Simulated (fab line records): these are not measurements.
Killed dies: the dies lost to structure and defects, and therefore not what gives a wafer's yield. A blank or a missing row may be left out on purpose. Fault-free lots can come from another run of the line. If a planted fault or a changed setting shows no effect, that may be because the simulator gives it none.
What tool caused it? | flow nand-harc | 12 lots with 36 wafers sampled at 4 steps, on a route of 1159 steps

## WHAT THE GAUGES SHOWED, per wafer
Not one reading of a measure or inspect step in the record can be checked against a usual standard deviation.

## EACH LOT AND THE TOOL THAT RAN IT (in order: tool; ch and the chambers of the sampled wafers; start)
lot  | NHARC_A_CHANNEL_HOLE_D1_ETCH_23  | NHARC_A_CHANNEL_HOLE_D1_ETCH_26  | NHARC_A_CHANNEL_FILL_D1_ALD_02   | NHARC_A_CHANNEL_FILL_D1_ALD_03
L506 | har-etch-02 ch 0,1, day 8 05:46  | har-etch-02 ch 0,1, day 8 08:06  | ald-hk-03 ch 0,2, day 8 11:10    | ald-sin-batch-02 ch 0, no start
L508 | har-etch-01 ch 0,1, day 8 18:10  | har-etch-01 ch 0,1, day 8 20:26  | ald-hk-03 ch 1,2,3, day 9 01:03  | ald-sin-batch-03 ch 0, no start
L511 | har-etch-01 ch 0,1, day 9 09:48  | har-etch-01 ch 0,1, day 9 12:08  | ald-hk-03 ch 0,2,3, day 9 14:36  | ald-sin-batch-02 ch 0, no start
L512 | har-etch-02 ch 0,1, day 9 23:53  | har-etch-02 ch 0,1, day 10 02:10 | ald-hk-03 ch 1,2, day 10 05:04   | ald-sin-batch-01 ch 0, no start
L513 | har-etch-01 ch 0,1, day 10 00:03 | har-etch-01 ch 0,1, day 10 02:19 | ald-hk-04 ch 0,2,3, day 10 05:10 | ald-sin-batch-01 ch 0, no start
L518 | har-etch-01 ch 0,1, day 11 15:08 | har-etch-01 ch 0,1, day 11 17:24 | ald-hk-02 ch 0,1,2, day 11 21:12 | ald-sin-batch-01 ch 0, no start
L522 | har-etch-01 ch 0,1, day 12 05:01 | har-etch-01 ch 0,1, day 12 07:21 | ald-hk-04 ch 1,2,3, day 12 09:29 | ald-sin-batch-02 ch 0, no start
L524 | har-etch-01 ch 0,1, day 12 16:25 | har-etch-01 ch 0,1, day 12 18:40 | ald-hk-03 ch 0,1,3, day 12 20:54 | ald-sin-batch-02 ch 0, no start
L526 | har-etch-01 ch 0,1, day 13 08:35 | har-etch-01 ch 0,1, day 13 10:55 | ald-hk-04 ch 0,2,3, day 13 13:07 | ald-sin-batch-01 ch 0, no start
L527 | har-etch-02 ch 0,1, day 13 12:49 | har-etch-02 ch 0,1, day 13 15:10 | ald-hk-03 ch 0,2,3, day 14 04:17 | ald-sin-batch-01 ch 0, no start
L529 | har-etch-01 ch 0,1, day 13 13:12 | har-etch-01 ch 0,1, day 13 15:23 | ald-hk-04 ch 2,3, day 14 04:19   | ald-sin-batch-01 ch 0, no start
L528 | har-etch-02 ch 0,1, day 13 17:05 | har-etch-02 ch 0,1, day 13 19:20 | ald-hk-03 ch 0,1, day 14 04:48   | ald-sin-batch-01 ch 0, no start
- NHARC_A_CHANNEL_HOLE_D1_ETCH_23: etches the open film in C4F8/O2/Ar, time 819 s, target depth 1600 nm.
- NHARC_A_CHANNEL_HOLE_D1_ETCH_26: etches the open film in C4F8/O2/Ar, time 224.1 s, target depth 300 nm.
- NHARC_A_CHANNEL_FILL_D1_ALD_02: deposits SiO2, target thk 6 nm, pulse time 10 s, ald cycles 60.
- NHARC_A_CHANNEL_FILL_D1_ALD_03: deposits SiNx, target thk 6 nm, pulse time 60 s, ald cycles 58.

## AS READ BY THE TOOLS THEMSELVES (means over the sampled wafers that have a number; for cases with no such wafer, the mark the record gives instead)
NHARC_A_CHANNEL_HOLE_D1_ETCH_23. Usual: chamber-pressure-mTorr 20.000 mTorr, standard deviation 0.019; drypump-motor-current-A 6.2 A, standard deviation 0.57; he-backside-leak-sccm 6.2 sccm, standard deviation 0.45; showerhead-plenum-p-Torr 3.78 Torr, standard deviation 0.11; throttle-valve-pct 32.155 %, standard deviation 0.0096.
lot  | tool        | chamber-pressure-mTorr (mTorr) | drypump-motor-current-A (A) | he-backside-leak-sccm (sccm) | showerhead-plenum-p-Torr (Torr) | throttle-valve-pct (%) | flag
L506 | har-etch-02 | 20.017                         | 5.8                         | 5.8                          | 3.88                            | 32.161                 |
L508 | har-etch-01 | 19.990                         | 6.4                         | 6.4                          | 3.69                            | 32.160                 |
L511 | har-etch-01 | 19.998                         | 6.5                         | 6.3                          | 3.68                            | 32.155                 |
L512 | har-etch-02 | 20.011                         | 5.8                         | 5.7                          | 3.87                            | 32.145                 |
L513 | har-etch-01 | 20.000                         | 6.3                         | 6.4                          | 3.75                            | 32.153                 |
L518 | har-etch-01 | 20.007                         | 6.5                         | 6.3                          | 3.67                            | 32.160                 |
L522 | har-etch-01 | 20.015                         | 6.5                         | 6.7                          | 3.67                            | 32.150                 |
L524 | har-etch-01 | 20.001                         | 6.5                         | 6.7                          | 3.66                            | 32.148                 |
L526 | har-etch-01 | 19.992                         | 6.5                         | 6.7                          | 3.66                            | 32.148                 |
L527 | har-etch-02 | 19.990                         | 5.9                         | 6.1                          | 3.84                            | 32.157                 |
L529 | har-etch-01 | 19.991                         | 6.3                         | 6.8                          | 3.72                            | 32.158                 |
L528 | har-etch-02 | 20.010                         | 5.8                         | 6.1                          | 3.84                            | 32.155                 |

NHARC_A_CHANNEL_HOLE_D1_ETCH_26. Usual: chamber-pressure-mTorr 30.001 mTorr, standard deviation 0.028; drypump-motor-current-A 6.2 A, standard deviation 0.57; he-backside-leak-sccm 6.2 sccm, standard deviation 0.37; showerhead-plenum-p-Torr 3.83 Torr, standard deviation 0.11; throttle-valve-pct 24.583 %, standard deviation 0.01.
lot  | tool        | chamber-pressure-mTorr (mTorr) | drypump-motor-current-A (A) | he-backside-leak-sccm (sccm) | showerhead-plenum-p-Torr (Torr) | throttle-valve-pct (%) | flag
L506 | har-etch-02 | 30.017                         | 5.8                         | 5.6                          | 3.93                            | 24.576                 |
L508 | har-etch-01 | 30.002                         | 6.5                         | 6.5                          | 3.73                            | 24.582                 |
L511 | har-etch-01 | 29.998                         | 6.5                         | 6.4                          | 3.72                            | 24.590                 |
L512 | har-etch-02 | 29.987                         | 5.8                         | 5.8                          | 3.92                            | 24.592                 |
L513 | har-etch-01 | 29.996                         | 6.3                         | 6.5                          | 3.80                            | 24.596                 |
L518 | har-etch-01 | 30.024                         | 6.5                         | 6.6                          | 3.71                            | 24.584                 |
L522 | har-etch-01 | 30.011                         | 6.5                         | 6.6                          | 3.71                            | 24.581                 |
L524 | har-etch-01 | 29.983                         | 6.5                         | 6.5                          | 3.70                            | 24.580                 |
L526 | har-etch-01 | 30.006                         | 6.5                         | 6.5                          | 3.70                            | 24.580                 |
L527 | har-etch-02 | 30.000                         | 5.8                         | 6.3                          | 3.90                            | 24.591                 |
L529 | har-etch-01 | 30.008                         | 6.2                         | 6.7                          | 3.77                            | 24.583                 |
L528 | har-etch-02 | 29.997                         | 5.8                         | 6.3                          | 3.90                            | 24.584                 |

NHARC_A_CHANNEL_FILL_D1_ALD_02. Usual: heater-power-w 470 W, standard deviation 40; precursor-pulse-height-rel 1.001, standard deviation 0.022; susceptor-temp-C 300.01 C, standard deviation 0.22.
lot  | tool      | heater-power-w (W) | precursor-pulse-height-rel | susceptor-temp-C (C) | flag
L506 | ald-hk-03 | 496                | 1.017                      | 299.84               |
L508 | ald-hk-03 | 442                | 1.023                      | 299.98               |
L511 | ald-hk-03 | 486                | 0.994                      | 304.79               | OFF
L512 | ald-hk-03 | 446                | 0.998                      | 304.92               | OFF
L513 | ald-hk-04 | 489                | 0.992                      | 299.86               |
L518 | ald-hk-02 | 491                | 0.989                      | 299.86               |
L522 | ald-hk-04 | 454                | 1.018                      | 300.19               |
L524 | ald-hk-03 | 473                | 0.997                      | 299.99               |
L526 | ald-hk-04 | 495                | 1.002                      | 299.92               |
L527 | ald-hk-03 | 476                | 0.982                      | 299.94               |
L529 | ald-hk-04 | 493                | 0.992                      | 299.81               |
L528 | ald-hk-03 | 470                | 1.008                      | 300.11               |

NHARC_A_CHANNEL_FILL_D1_ALD_03. Usual: precursor-pulse-height-rel 1.000, standard deviation 0.021; susceptor-temp-C 630.09 C, standard deviation 0.3.
lot  | tool             | precursor-pulse-height-rel | susceptor-temp-C (C) | flag
L506 | ald-sin-batch-02 | 0.990                      | -                    | OFF
L508 | ald-sin-batch-03 | 0.981                      | -                    | OFF
L511 | ald-sin-batch-02 | 1.010                      | 630.21               |
L512 | ald-sin-batch-01 | 1.003                      | 630.30               |
L513 | ald-sin-batch-01 | 0.972                      | 629.90               |
L518 | ald-sin-batch-01 | 0.986                      | 630.02               |
L522 | ald-sin-batch-02 | 0.995                      | 630.19               |
L524 | ald-sin-batch-02 | 1.015                      | -                    | OFF
L526 | ald-sin-batch-01 | 1.000                      | 630.44               |
L527 | ald-sin-batch-01 | 0.990                      | 630.14               |
L529 | ald-sin-batch-01 | 1.002                      | 630.32               |
L528 | ald-sin-batch-01 | 1.011                      | 629.99               |

## THE ANSWER, worked out from the rows above alone
Rule: a lot counts as off when the mean over its wafers that have a number is more than 3 standard deviations away from the usual mean. Also off: a lot with no number at a reading for which 4 or more lots have one. All remaining lots with rows at the step are treated as sound. After the gauges, taken in route order, come the tools' own readings; for these a lot's mean is taken, as printed above. At the first step where some lot is off, the reading lying furthest off is the one used; lots without a number count as furthest.
Off, at NHARC_A_CHANNEL_FILL_D1_ALD_02 on susceptor-temp-C: L511, L512.
If a tool, at that step or one of the process steps before it, ran each lot that is off and ran no sound lot following the first of them, it fits. No candidate that was tried fits.

## WHAT THE SIMULATOR HAD PUT IN
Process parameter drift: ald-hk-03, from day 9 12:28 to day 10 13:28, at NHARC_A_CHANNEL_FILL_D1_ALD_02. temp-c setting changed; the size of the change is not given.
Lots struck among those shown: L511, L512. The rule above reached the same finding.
